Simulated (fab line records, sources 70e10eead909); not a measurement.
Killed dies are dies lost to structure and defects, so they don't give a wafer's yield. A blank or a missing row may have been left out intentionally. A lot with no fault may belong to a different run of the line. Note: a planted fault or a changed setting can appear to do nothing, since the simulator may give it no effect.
fab line records | flow nand_harc
[record] lots = 6 wafers = 16 last_day = 24
route steps=1159 shown A_CONTACT@895 END@1159
lots that met no fault: taken from a fault-free run of the same line
start_h: hours from the record's first day to the start of the lot's first wafer shown | wait_h: hours elapsed since this lot's preceding step | " as in the row above | L1.1+2: several wafers, shown together as one row | - either no value or no given start | * or withheld: withheld | < > ~ a bound
route shown NAME@n: NAME is a module with steps in the file, n the number in the route of the first one | usual: mean and standard deviation over wafers with no fault | same: alike in all rows | chamber/n: place in a boat | sites: readings site by site | _std_site: standard deviation of those values | _edge_site: mean of outer sites minus mean of inner sites | radius_mm: for every site, how far away it sits from the centre of the wafer | mask NAME#n: copy n | behind: the last tool/chamber to shape the wafer | hold: what put the lot on hold/how long, in hours/how the hold closed | device: transistor that didn't switch, given as n, p or np | end of line: the tests these same wafers got at the end of their route | where a step has no rows: the recipe by itself | killed: at the first sort, the dies lost to defects and structure; wafer yield is something else | map: a wafer's dies, x killed, . not, _ none there
set.NAME: the setting as run; set.NAME@STEP: as run at that earlier step | model.NAME: the simulator's own value behind a step, which no gauge read
lots seen at some steps along the route; tables by step, rows by wafer
services: from which hour (start_h, from the record's first day; less than 0 if before it) a tool's chamber was out of use, for how many hours, and why
[[steps]]
[step NHARC_A_CONTACT_DEVELOP_68]
[recipe] develop_time_s = 35 dev_temp_c = 23
[step NHARC_A_CONTACT_CD_MEAS_69]
[recipe] target_cd_nm = 200 landing_energy_ev = 500
[usual] cd_nm = 200.1/0.39
// columns lot.wafer tool chamber start_h wait_h cd_nm
L683.4 cd_sem-03 0 396.43 - 200.2
L683.5 " 0 " " 199.6
L680.1 cd_sem-03 0 404.06 - 199.6
L680.4 " 0 " " 199.4
L692.1 cd_sem-01 0 473.53 - 200.6
L692.4 " 0 " " 200.4
L692.6 " 0 " " 200.3
L691.1 cd_sem-01 0 474.13 - 200.1
L691.3 " 0 " " 200.0
L691.6 " 0 " " 200.2
L695.2 cd_sem-03 0 487.01 - 200.7
L695.3 " 0 " " 200.1
L695.5 " 0 " " 200.6
L699.4 cd_sem-01 0 490.62 - 200.5
L699.5 " 0 " " 200.2
L699.6 " 0 " " 200.4
[step NHARC_A_CONTACT_OVL_MEAS_70]
[usual] overlay_x_nm = 0.4/0.77 overlay_y_nm = 0.1/0.87
// columns lot.wafer tool chamber start_h wait_h overlay_x_nm overlay_y_nm
L683.4 overlay-02 - 396.51 - 0.2 -0.5
L683.5 " - " " 0.4 -0.2
L680.1 overlay-01 - 404.15 - 1.3 0.6
L680.4 " - " " 0.7 1.1
L692.1 overlay-01 - 473.62 - 0.1 0.0
L692.4 " - " " -0.3 0.0
L692.6 " - " " -0.3 0.3
L691.1 overlay-02 - 474.22 - 1.1 -0.4
L691.3 " - " " 1.0 -0.4
L691.6 " - " " 1.1 -0.4
L695.2 overlay-01 - 487.10 - 0.2 0.7
L695.3 " - " " 0.5 0.3
L695.5 " - " " 0.2 0.5
L699.4 overlay-02 - 490.70 - 0.0 1.2
L699.5 " - " " 0.2 1.2
L699.6 " - " " -0.8 1.5
[step NHARC_A_CONTACT_INSPECT_71]
[usual] raw_defect_count = 27/11
// columns lot.wafer tool chamber start_h wait_h raw_defect_count
L683.4 defect_inspect-02 - 396.55 0.0 36
L683.5 " - " " 34
L680.1 defect_inspect-02 - 404.19 0.0 9
L680.4 " - " " 9
L692.1 defect_inspect-02 - 473.65 0.0 37
L692.4 " - " " 29
L692.6 " - " " 35
L691.1 defect_inspect-01 - 474.25 0.0 19
L691.3 " - " " 20
L691.6 " - " " 19
L695.2 defect_inspect-01 - 487.13 0.0 18
L695.3 " - " " 18
L695.5 " - " " 18
L699.4 defect_inspect-01 - 490.73 0.0 38
L699.5 " - " " 36
L699.6 " - " " 40
[step NHARC_A_CONTACT_DESCUM_74]
[recipe] time_s = 3 o2_flow_sccm = 200 ar_flow_sccm = 0 bias_power_w = 0 chemistry = O2
[step NHARC_A_CONTACT_ETCH_75]
[recipe] target_depth_a = 390 over_etch_frac = 0.3 time_s = 65 ion_energy_ev = 80 cf4_flow_sccm = 150 ar_flow_sccm = 0 rf_w = 300 bias_w = 100 chemistry = CF4
[usual] drypump_motor_current_A = 5.8/0.42 oes_product_au = 1.002/0.0072 rf_vpp_V = 151.6/1.4 showerhead_plenum_p_Torr = 1.80/0.082 throttle_valve_pct = 13.284/0.0086
// columns lot.wafer tool chamber start_h wait_h drypump_motor_current_A oes_product_au rf_hours_counter_h rf_vpp_V showerhead_plenum_p_Torr throttle_valve_pct
L683.4 rie_diel-12 0 396.69 0.1 5.5 0.994 3 153.0 1.89 13.289
L683.5 " 1 " " 5.2 0.992 - 152.4 1.84 13.279
L680.4 rie_diel-11 2 404.34 0.1 5.8 0.998 8 150.5 1.67 13.287
L680.1 " 3 " " 5.8 1.001 8 151.2 1.79 13.280
L692.4 rie_diel-01 2 473.99 0.2 6.6 1.007 57 149.6 1.75 13.288
L692.1 " 3 " " 6.2 0.994 59 153.1 1.83 13.294
L692.6 " 1 " " 5.6 1.008 - 152.7 1.77 13.293
L691.3 rie_diel-01 1 474.87 0.5 5.7 1.001 57 151.4 1.77 13.268
L691.1 " 3 " " 6.3 1.000 59 151.5 1.83 13.269
L691.6 " 1 " " 5.7 1.009 - 149.8 1.77 13.277
L695.2 rie_diel-01 2 487.28 0.1 6.6 0.993 63 149.3 1.75 13.283
L695.3 " 0 " " 6.3 1.000 60 151.9 1.91 13.275
L695.5 " 3 " " 6.3 1.019 - 151.9 1.83 13.293
L699.4 rie_diel-11 1 490.95 0.1 5.6 1.008 21 152.6 1.86 13.296
L699.6 " 2 " " 5.8 1.007 - 149.1 1.67 13.301
L699.5 " 3 " " 5.8 1.006 - 151.6 1.78 13.269
[step NHARC_A_CONTACT_ETCH_76]
[recipe] target_depth_a = 2600 over_etch_frac = 0.3 time_s = 475.3 ion_energy_ev = 200 n2_flow_sccm = 150 h2_flow_sccm = 150 ar_flow_sccm = 0 rf_w = 400 bias_w = 150 chemistry = N2/H2
[step NHARC_A_CONTACT_ETCH_77]
[recipe] target_depth_a = 726 time_s = 36.3 cf4_flow_sccm = 100 chf3_flow_sccm = 30 ar_flow_sccm = 0 rf_w = 500 bias_w = 200 chemistry = CF4/CHF3
[usual] drypump_motor_current_A = 5.7/0.41 oes_product_au = 0.940/0.022 rf_vpp_V = 371.6/2.7 showerhead_plenum_p_Torr = 1.60/0.073 throttle_valve_pct = 16.803/0.0083
// columns lot.wafer tool chamber start_h wait_h drypump_motor_current_A oes_product_au rf_hours_counter_h rf_vpp_V showerhead_plenum_p_Torr throttle_valve_pct
L683.4 rie_diel-12 3 - - 5.4 0.961 4 373.9 1.68 16.794
L683.5 " 0 " " 5.5 0.962 - 374.4 1.68 16.811
L680.1 rie_diel-11 1 - - 5.5 0.934 8 372.6 1.66 16.816
L680.4 " 2 " " 5.8 0.938 8 367.0 1.49 16.802
L692.4 rie_diel-01 0 - - 6.3 0.913 59 366.2 1.45 16.807
L692.1 " 3 " " 6.2 0.922 59 372.1 1.63 16.797
L692.6 " 0 " " 6.3 0.921 - 365.2 1.45 16.812
L691.1 rie_diel-01 1 - - 5.6 0.930 58 369.4 1.58 16.799
L691.3 " 3 " " 6.2 0.913 60 372.1 1.63 16.798
L691.6 " 1 " " 5.6 0.932 - 371.2 1.58 16.788
L695.2 rie_diel-01 0 - - 6.3 0.914 60 373.1 1.70 16.805
L695.3 " 2 " " 6.6 0.972 63 369.5 1.55 16.814
L695.5 " 3 " " 6.3 0.962 - 372.6 1.63 16.809
L699.4 rie_diel-11 3 - - 5.8 0.918 24 371.3 1.59 16.807
L699.6 " 1 " " 5.5 0.918 - 375.0 1.66 16.807
L699.5 " 2 " " 5.7 0.921 - 366.3 1.48 16.798
[step NHARC_A_CONTACT_ETCH_78]
[recipe] target_depth_a = 28000 over_etch_frac = 0.3 time_s = 728 ion_energy_ev = 150 o2_flow_sccm = 400 cos_flow_sccm = 20 ar_flow_sccm = 0 rf_w = 500 bias_w = 300 chemistry = O2/COS
[step NHARC_A_CONTACT_ETCH_124]
[recipe] source_w = withheld pressure_mtorr = 20 bias_v = withheld time_s = 140 target_depth_a = 7000 ar_flow_sccm = withheld c4f8_flow_sccm = withheld o2_flow_sccm = withheld chemistry = C4F8/O2/Ar
[step NHARC_A_CONTACT_ETCH_125]
[recipe] source_w = withheld pressure_mtorr = 20 bias_v = 1200 time_s = 155 target_depth_a = 9560 ar_flow_sccm = withheld c4f8_flow_sccm = withheld o2_flow_sccm = withheld chemistry = C4F8/O2/Ar
[step NHARC_A_CONTACT_ETCH_126]
[recipe] source_w = withheld pressure_mtorr = 20 bias_v = 1200 time_s = 155 target_depth_a = 9560 ar_flow_sccm = withheld c4f8_flow_sccm = withheld o2_flow_sccm = withheld chemistry = C4F8/O2/Ar
[step NHARC_A_CONTACT_ETCH_127]
[recipe] source_w = withheld pressure_mtorr = 20 bias_v = 1200 time_s = 155 target_depth_a = 9560 ar_flow_sccm = withheld c4f8_flow_sccm = withheld o2_flow_sccm = withheld chemistry = C4F8/O2/Ar
// columns lot.wafer tool chamber start_h wait_h rf_hours_counter_h
L683.4 har_cap_etch-03 0 398.37 0.1 -
L683.5 " 0 " " -
L680.1 har_cap_etch-03 0 405.89 0.1 92
L680.4 " 0 " " -
L692.1 har_cap_etch-03 1 476.00 0.1 103
L692.4 " 1 " " -
L692.6 " 1 " " -
L691.1 har_cap_etch-01 1 476.92 0.1 74
L691.3 " 0 " " -
L691.6 " 0 " " -
L695.2 har_cap_etch-02 1 488.97 0.2 31
L695.3 " 1 " " -
L695.5 " 0 " " -
L699.4 har_cap_etch-02 0 492.84 0.2 -
L699.6 " 1 " " -
L699.5 " 0 " " -
[step NHARC_A_CONTACT_ETCH_128]
[recipe] source_w = withheld pressure_mtorr = 20 bias_v = 1200 time_s = 155 target_depth_a = 9560 ar_flow_sccm = withheld c4f8_flow_sccm = withheld o2_flow_sccm = withheld chemistry = C4F8/O2/Ar
[step NHARC_A_CONTACT_ETCH_129]
[recipe] source_w = withheld pressure_mtorr = 20 bias_v = 1200 time_s = 155 target_depth_a = 9560 ar_flow_sccm = withheld c4f8_flow_sccm = withheld o2_flow_sccm = withheld chemistry = C4F8/O2/Ar
[step NHARC_A_CONTACT_ETCH_130]
[recipe] source_w = withheld pressure_mtorr = 20 bias_v = 1200 time_s = 155 target_depth_a = 9560 ar_flow_sccm = withheld c4f8_flow_sccm = withheld o2_flow_sccm = withheld chemistry = C4F8/O2/Ar
[step NHARC_A_CONTACT_ETCH_131]
[recipe] source_w = withheld pressure_mtorr = 20 bias_v = 1200 time_s = 155 target_depth_a = 9560 ar_flow_sccm = withheld c4f8_flow_sccm = withheld o2_flow_sccm = withheld chemistry = C4F8/O2/Ar
[step NHARC_A_CONTACT_ETCH_132]
[recipe] source_w = withheld pressure_mtorr = 20 bias_v = 1200 time_s = 156 target_depth_a = 9580 ar_flow_sccm = withheld c4f8_flow_sccm = withheld o2_flow_sccm = withheld chemistry = C4F8/O2/Ar
// columns lot.wafer tool chamber start_h wait_h rf_hours_counter_h
L683.4 har_cap_etch-03 0 399.08 0.1 -
L683.5 " 0 " " -
L680.1 har_cap_etch-03 0 406.60 0.1 93
L680.4 " 0 " " -
L692.1 har_cap_etch-03 1 476.71 0.1 104
L692.4 " 1 " " -
L692.6 " 1 " " -
L691.1 har_cap_etch-01 1 477.63 0.1 75
L691.3 " 0 " " -
L691.6 " 0 " " -
L695.2 har_cap_etch-02 1 489.91 0.2 31
L695.3 " 1 " " -
L695.5 " 0 " " -
L699.4 har_cap_etch-02 0 493.78 0.2 -
L699.6 " 1 " " -
L699.5 " 0 " " -
[step NHARC_A_CONTACT_ETCH_133]
[recipe] source_w = withheld pressure_mtorr = 20 bias_v = 400 time_s = 195 target_depth_a = 8400 ar_flow_sccm = withheld c4f8_flow_sccm = 11.5 o2_flow_sccm = 7.2 chemistry = C4F8/O2/Ar
[step NHARC_A_CONTACT_ETCH_91]
[recipe] target_depth_a = 400 over_etch_frac = 0.5 time_s = 85.7 ion_energy_ev = 120 ch3f_flow_sccm = 50 o2_flow_sccm = 30 ar_flow_sccm = 200 rf_w = 500 bias_w = 100 chemistry = CH3F/O2
[step NHARC_A_CONTACT_ETCH_97]
[recipe] target_depth_a = 200 over_etch_frac = 0.5 time_s = 10 ion_energy_ev = 250 c4f6_flow_sccm = 25 o2_flow_sccm = 20 ar_flow_sccm = 500 rf_w = 600 bias_w = 500 chemistry = C4F6/O2
[usual] drypump_motor_current_A = 5.7/0.42 oes_product_au = 0.952/0.014 rf_vpp_V = 548/3.6 showerhead_plenum_p_Torr = 4.00/0.17 throttle_valve_pct = 26.902/0.0079
// columns lot.wafer tool chamber start_h wait_h drypump_motor_current_A oes_product_au rf_hours_counter_h rf_vpp_V showerhead_plenum_p_Torr throttle_valve_pct
L683.4 rie_diel-11 0 - - 5.6 0.939 8 551 4.11 26.899
L683.5 " 2 " " 5.8 0.964 - 543 3.72 26.906
L680.1 rie_diel-01 3 - - 6.3 0.953 38 549 4.07 26.893
L680.4 " 1 " " 5.7 0.977 37 546 3.94 26.900
L692.1 rie_diel-12 0 - - 5.5 0.939 34 553 4.16 26.897
L692.4 " 1 " " 5.2 0.941 34 550 4.06 26.902
L692.6 " 3 " " 5.4 0.949 - 552 4.17 26.886
L691.3 rie_diel-01 3 478.51 0.1 6.3 0.958 62 548 4.05 26.903
L691.1 " 1 " " 5.7 0.959 59 547 3.93 26.882
L691.6 " 3 " " 6.2 0.951 - 550 4.05 26.898
L695.3 rie_diel-12 3 490.94 0.1 5.4 0.950 33 553 4.17 26.908
L695.2 " 0 " " 5.5 0.954 38 551 4.16 26.903
L695.5 " 2 " " 4.8 0.949 - 553 4.21 26.896
L699.4 rie_diel-11 2 - - 5.8 0.960 23 543 3.71 26.897
L699.5 " 3 " " 5.8 0.942 - 548 3.95 26.905
L699.6 " 0 " " 5.6 0.964 - 551 4.10 26.908
[step NHARC_A_CONTACT_CD_MEAS_80]
[usual] cd_nm = 189.6/0.6
// columns lot.wafer tool chamber start_h wait_h cd_nm
L683.4 cd_sem-01 - 400.37 - 189.5
L683.5 " - " " 189.7
L680.1 cd_sem-01 - 407.54 - 189.7
L680.4 " - " " 190.0
L692.1 cd_sem-03 - 477.63 - 189.4
L692.4 " - " " 189.8
L692.6 " - " " 189.5
L691.1 cd_sem-03 - 478.59 - 189.8
L691.3 " - " " 190.1
L691.6 " - " " 189.6
L695.2 cd_sem-03 - 491.02 - 190.3
L695.3 " - " " 189.7
L695.5 " - " " 189.9
L699.4 cd_sem-02 - 494.80 - 189.6
L699.5 " - " " 189.2
L699.6 " - " " 189.1
[step NHARC_A_CONTACT_STRIP_103]
[recipe] n2_flow_sccm = 150 h2_flow_sccm = 150 ar_flow_sccm = 0 bias_w = 0 chemistry = N2/H2
[step NHARC_A_CONTACT_STRIP_104]
[recipe] cf4_flow_sccm = 100 chf3_flow_sccm = 30 ar_flow_sccm = 0 bias_w = 0 chemistry = CF4/CHF3
[step NHARC_A_CONTACT_STRIP_105]
[recipe] o2_flow_sccm = 400 cos_flow_sccm = 20 ar_flow_sccm = 0 bias_w = 0 chemistry = O2/COS
[step NHARC_A_CONTACT_ETCH_106]
[recipe] target_depth_a = 600 overetch_a = 60 time_s = 33 ion_energy_ev = 100 cf4_flow_sccm = 80 o2_flow_sccm = 20 ar_flow_sccm = 0 rf_w = 300 bias_w = 100 chemistry = CF4/O2
[step NHARC_A_CONTACT_STRIP_82]
[recipe] o2_flow_sccm = 500 ar_flow_sccm = 0 bias_w = 0 chemistry = O2
[usual] drypump_motor_current_A = 5.7/0.34 oes_product_au = 1.003/0.0069 rf_vpp_V = 57.9/0.94 showerhead_plenum_p_Torr = 3.59/0.16 throttle_valve_pct = 17.037/0.0094
// columns lot.wafer tool chamber start_h wait_h drypump_motor_current_A oes_product_au rf_hours_counter_h rf_vpp_V showerhead_plenum_p_Torr throttle_valve_pct
L683.4 rie_diel-11 0 - - 5.7 1.000 8 57.3 3.70 17.042
L683.5 " 2 " " 5.8 1.016 - 58.0 3.34 17.026
L680.4 rie_diel-11 0 - - 5.7 1.005 10 57.9 3.70 17.060
L680.1 " 1 " " 5.6 1.001 9 57.5 3.73 17.044
L692.4 rie_diel-11 0 - - 5.6 1.001 21 57.6 3.69 17.031
L692.1 " 1 " " 5.6 0.995 20 58.0 3.72 17.046
L692.6 " 0 " " 5.6 1.008 - 59.6 3.69 17.027
L691.3 rie_diel-01 1 - - 5.7 1.007 60 57.0 3.53 17.042
L691.1 " 3 " " 6.2 1.000 62 58.8 3.65 17.023
L691.6 " 2 " " 6.6 1.002 - 59.4 3.49 17.037
L695.2 rie_diel-12 3 - - 5.4 1.014 33 56.8 3.75 17.043
L695.3 " 2 " " 4.9 1.005 33 58.9 3.79 17.036
L695.5 " 0 " " 5.5 1.005 - 59.6 3.75 17.013
L699.4 rie_diel-11 2 - - 5.8 0.998 23 56.6 3.33 17.050
L699.5 " 0 " " 5.6 1.007 - 58.8 3.69 17.035
L699.6 " 1 " " 5.6 1.002 - 58.8 3.72 17.046
[step NHARC_A_CONTACT_STRIP_83]
[recipe] time_s = 600 temp_c = 30 chemistry = post_etch_residue_remover
[step NHARC_A_CONTACT_DEP_84]
[recipe] target_thk_a = 20000 temp_c = 400 material = aC
[step NHARC_A_CONTACT_DEP_85]
[recipe] target_thk_a = 500 target_thk_nm = 50 temp_c = 400 pressure_torr = 3.5 flow_sccm = 200 rf_w = 350 material = SiON
[step NHARC_A_CONTACT_DEHYDRATE_00]
[recipe] temp_c = 150 time_s = 120
[step NHARC_A_CONTACT_HMDS_01]
[recipe] time_s = 30
[step NHARC_A_CONTACT_COAT_86]
[recipe] temp_c = 260 time_s = 75
[step NHARC_A_CONTACT_COAT_87]
[recipe] temp_c = 225 time_s = 65
[step NHARC_A_CONTACT_COAT_02]
[recipe] spin_rpm = 1500 resist_thk_nm = 90
[step NHARC_A_CONTACT_SOFTBAKE_03]
[recipe] temp_c = 105 time_s = 55
[step NHARC_A_CONTACT_EBR_04]
[step NHARC_A_CONTACT_EXPOSE_05]
[recipe] na = 1.35 sigma_outer = 0.8 dose_mj = 84.24 mask_id = A_CC
[step NHARC_A_CONTACT_PEB_06]
[recipe] peb_temp_c = 100 peb_time_s = 65
[step NHARC_A_CONTACT_DEVELOP_07]
[recipe] develop_time_s = 35 dev_temp_c = 23
[step NHARC_A_CONTACT_CD_MEAS_08]
[recipe] target_cd_nm = 100 landing_energy_ev = 500
[usual] cd_nm = 100.1/0.41
// columns lot.wafer tool chamber start_h wait_h cd_nm
L683.4 cd_sem-01 0 404.88 - 99.5
L683.5 " 0 " " 100.5
L680.1 cd_sem-02 0 411.43 - 99.9
L680.4 " 0 " " 99.8
L692.1 cd_sem-03 0 483.63 - 100.2
L692.4 " 0 " " 99.8
L692.6 " 0 " " 99.5
L691.1 cd_sem-02 0 488.10 - 99.9
L691.3 " 0 " " 101.1
L691.6 " 0 " " 99.3
L695.2 cd_sem-03 0 495.47 - 99.7
L695.3 " 0 " " 100.3
L695.5 " 0 " " 100.0
L699.4 cd_sem-03 0 497.78 - 100.3
L699.5 " 0 " " 100.1
L699.6 " 0 " " 100.7
[step NHARC_A_CONTACT_OVL_MEAS_09]
[usual] overlay_x_nm = -0.2/0.96 overlay_y_nm = 0.1/0.83
// columns lot.wafer tool chamber start_h wait_h overlay_x_nm overlay_y_nm
L683.4 overlay-01 - 404.97 - 2.6 1.1
L683.5 " - " " 2.3 0.3
L680.1 overlay-01 - 411.52 - -1.8 -1.1
L680.4 " - " " -2.1 -1.0
L692.1 overlay-02 - 483.71 - -2.0 1.5
L692.4 " - " " -1.7 1.1
L692.6 " - " " -1.6 1.8
L691.1 overlay-01 - 488.19 - 0.5 -0.5
L691.3 " - " " 0.5 -0.3
L691.6 " - " " 0.3 -0.6
L695.2 overlay-02 - 495.56 - -0.4 1.3
L695.3 " - " " -0.8 1.5
L695.5 " - " " -0.5 2.0
L699.4 overlay-02 - 497.87 - 0.5 0.1
L699.5 " - " " 0.9 -0.3
L699.6 " - " " 1.1 -0.4
[step NHARC_A_CONTACT_DESCUM_13]
[recipe] time_s = 3 o2_flow_sccm = 200 ar_flow_sccm = 0 bias_power_w = 0 chemistry = O2
[usual] drypump_motor_current_A = 5.7/0.41 oes_product_au = 1.003/0.0062 rf_vpp_V = 57.9/0.98 showerhead_plenum_p_Torr = 1.95/0.091 throttle_valve_pct = 11.311/0.0086
// columns lot.wafer tool chamber start_h wait_h hold drypump_motor_current_A oes_product_au rf_hours_counter_h rf_vpp_V showerhead_plenum_p_Torr throttle_valve_pct
L683.4 rie_diel-11 0 407.33 2.2 await_dispo/2.1h/release 5.6 1.009 9 58.9 2.01 11.321
L683.5 " 3 " " await_dispo/2.1h/release 5.8 1.002 - 57.2 1.93 11.314
L680.1 rie_diel-11 1 414.81 3.1 await_dispo/3.0h/release 5.5 1.004 9 57.8 2.03 11.321
L680.4 " 2 " " await_dispo/3.0h/release 5.7 1.004 9 57.1 1.80 11.319
L692.4 rie_diel-12 3 483.83 0.1 - 5.4 1.005 31 56.2 2.05 11.314
L692.1 " 0 " " - 5.6 1.002 36 57.4 2.04 11.304
L692.6 " 1 " " - 5.2 1.006 - 59.1 1.99 11.315
L691.1 rie_diel-12 0 488.30 0.1 - 5.6 0.991 37 58.4 2.04 11.316
L691.3 " 2 " " - 4.8 0.995 32 56.4 2.07 11.298
L691.6 " 0 " " - 5.5 0.995 - 58.2 2.04 11.320
L695.3 rie_diel-11 1 495.66 0.1 - 5.5 1.006 22 57.0 2.02 11.295
L695.2 " 0 " " - 5.6 1.014 23 58.2 2.01 11.318
L695.5 " 2 " " - 5.7 1.001 - 56.4 1.80 11.313
L699.4 rie_diel-11 2 498.54 0.6 - 5.7 1.000 24 57.1 1.80 11.323
L699.6 " 1 " " - 5.6 1.007 - 58.5 2.02 11.314
L699.5 " 2 " " - 5.7 0.997 - 57.2 1.80 11.299
[step NHARC_END_SORT_01]
[recipe] temp_c = 25
[usual] killed_at_array = 24/7.4 killed_at_other = 0.5/0.81 killed_at_periphery = 3.4/2.3 killed_dies = 28/8 killed_open = 3.4/1.8 killed_short = 2.0/1.4
[same] gross_dies = 677
// columns lot.wafer tool chamber start_h wait_h killed_at_array killed_at_other killed_at_periphery killed_dies killed_open killed_short
L680.1 prober-01 0 473.90 2.5 76 1 2 79 4 1
L680.4 prober-01 0 476.28 3.4 85 0 1 86 2 1
L683.4 prober-02 0 475.76 3.4 89 0 2 91 5 1
L683.5 prober-02 0 476.56 3.7 98 0 3 101 5 3
L691.1 prober-01 0 553.76 2.5 24 0 0 24 2 1
L691.3 prober-01 0 555.37 3.1 21 3 2 26 2 0
L691.6 prober-01 0 557.79 4.0 19 1 2 22 3 0
// killed by level:class
L680.1 A_CONTACT:unspecified=65 A_CHANNEL_HOLE_D1:chamber_film_flake=4 A_STAIRCASE:chamber_film_flake=3 P_CONTACT:geometric_particle:open=1 P_M0:geometric_particle:open=1 A_CHANNEL_FILL_D1:geometric_particle:open=1 A_WL_FILL:geometric_particle:short=1 A_M0:geometric_particle:open=1
L683.4 A_CONTACT:unspecified=70 A_CHANNEL_HOLE_D1:chamber_film_flake=7 A_SLIT:chamber_film_flake=3 A_CONTACT:chamber_film_flake=3 A_CHANNEL_FILL_D1:geometric_particle:open=2 P_GATE:geometric_particle:open=1 A_ONON_D1:geometric_particle:open=1 A_CHANNEL_HOLE_D1:geometric_particle:short=1
L680.4 A_CONTACT:unspecified=79 P_GATE:geometric_particle:open=1 A_WL_FILL:geometric_particle:short=1 A_M1:geometric_particle:open=1 A_ZERO_WELL:chamber_film_flake=1 A_CHANNEL_HOLE_D1:chamber_film_flake=1 A_STAIRCASE:chamber_film_flake=1 A_SGD_CUT:chamber_film_flake=1
L683.5 A_CONTACT:unspecified=70 A_CHANNEL_HOLE_D1:chamber_film_flake=7 A_SLIT:chamber_film_flake=5 A_STAIRCASE:chamber_film_flake=5 A_CHANNEL_FILL_D1:chamber_film_flake=3 A_ONON_D1:geometric_particle:open=2 P_GATE:geometric_particle:open=1 P_M0:geometric_particle:open=1
L691.1 A_STAIRCASE:chamber_film_flake=10 A_CONTACT:chamber_film_flake=5 A_CHANNEL_HOLE_D1:chamber_film_flake=3 A_WL_FILL:chamber_film_flake=3 A_M0:geometric_particle:open=2 A_M1:geometric_particle:short=1
L691.3 A_STAIRCASE:chamber_film_flake=10 A_CHANNEL_HOLE_D1:chamber_film_flake=6 A_CONTACT:chamber_film_flake=5 THIN_TSV:chamber_film_flake=3 P_CONTACT:geometric_particle:open=2
L691.6 A_CHANNEL_HOLE_D1:chamber_film_flake=5 A_STAIRCASE:chamber_film_flake=5 A_CONTACT:chamber_film_flake=4 A_M0:geometric_particle:open=2 A_CONTACT:geometric_particle:open=1 P_STI:chamber_film_flake=1 P_GATE:chamber_film_flake=1 A_CHANNEL_FILL_D1:chamber_film_flake=1
// map L680.4 (x killed, . not)
____________.____________
_________......._________
_______..........._______
______.............______
_____..............._____
____.................____
____.....x...........____
___...............x...___
___...................___
__.....................__
__.....................__
_......................._
_......................._
_......................._
_......................._
_......................._
.........................
..............x....x..x..
..............x..x.x.....
.....x..........x.xxx....
...............xxxxx..x..
_.x...........x.xxxx.x.._
_.............xxxxxxx..._
_.............xxxxxxxxx._
_.............xxxxxxxx.._
_.............x.xxxxxx.._
__.............xxxxxx..__
__.............xxxxx..x__
___............xxxxxx.___
___.............xxx.x.___
____............x.x.x____
____.............x.x.____
_____.............x._____
______.........x...______
_______..........._______
_________......._________
____________.____________
// map L683.5 (x killed, . not)
____________.____________
_________......._________
_______..........._______
______...........x.______
_____..............._____
____.................____
____.......x.........____
___...................___
___.............x.....___
__..x..................__
__...............x.....__
_....x.................._
_....x....x............._
_......................._
_.x....................._
_.x....................._
..x.............x........
xx.......................
...............xxx.......
x.............x.xxxx.....
x..............xxxxxxx...
_xx............xxxxxx..._
_x............xxxxxxxxx._
_x............xxxxxxx..._
_xx...........xxxxxxxx.x_
_............xxxxxxxx..x_
__x..........x.xxxxx.x.__
__.............x.xxxx..__
___.x..........x.xxx..___
___..........x....xx.x___
____.............xx..____
____.................____
_____..............._____
______.............______
_______..........._______
_________......._________
____________.____________
[[services]]
// columns tool chamber start_h hours kind
rie_diel-11 0 375.53 - clean
rie_diel-11 1 375.53 - clean
rie_diel-11 2 375.53 - clean
rie_diel-11 3 375.53 - clean
rie_diel-12 - 379.62 9.0 pm
rie_diel-11 0 400.10 - clean
rie_diel-11 1 400.10 - clean
rie_diel-11 2 400.10 - clean
rie_diel-11 3 400.10 - clean
rie_diel-11 0 424.60 - clean
rie_diel-11 1 424.60 - clean
rie_diel-11 2 424.60 - clean
rie_diel-11 3 424.60 - clean
rie_diel-01 - 437.94 0.2 repair
har_cap_etch-02 - 439.59 0.3 repair
har_cap_etch-01 - 440.34 0.3 repair
rie_diel-11 0 441.10 3.3 repair
rie_diel-11 0 449.10 - clean
rie_diel-11 1 449.10 - clean
rie_diel-11 2 449.10 - clean
rie_diel-11 3 449.10 - clean
rie_diel-11 1 454.41 2.5 repair
rie_diel-01 0 490.11 22.5 repair
rie_diel-01 - 491.99 9.0 pm
[[key]]
[first_sign] step = NHARC_END_SORT_01 reading = killed_at_array direction = up sigmas = 8.5 usual = 24 struck = 87
[effect] step = NHARC_END_SORT_01 reading = killed_dies direction = up sigmas = 7.6 usual = 28 struck = 89
[more_kills_born_at] NHARC_A_CONTACT_ETCH_127@har_cap_etch-03 = 273
met_at NHARC_A_CONTACT_ETCH_127
struck_wafers L680.1,L680.4,L683.4,L683.5
tester_left_out L680,L683
[fault] kind = chamber_particle_source tool = har_cap_etch-03 chamber = 0 onset_h = 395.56 steps = NHARC_A_CONTACT_ETCH_127 rate_per_visit_cm2 = 0.4218 end_h = 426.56
// tester_left_out: of these lots the tester's yield and bins aren't shown, on N5 and GAA mostly nor the transistor test; their killed dies are dies lost to structure and defects alone, not to doping, threshold or leakage, so they don't give the yield
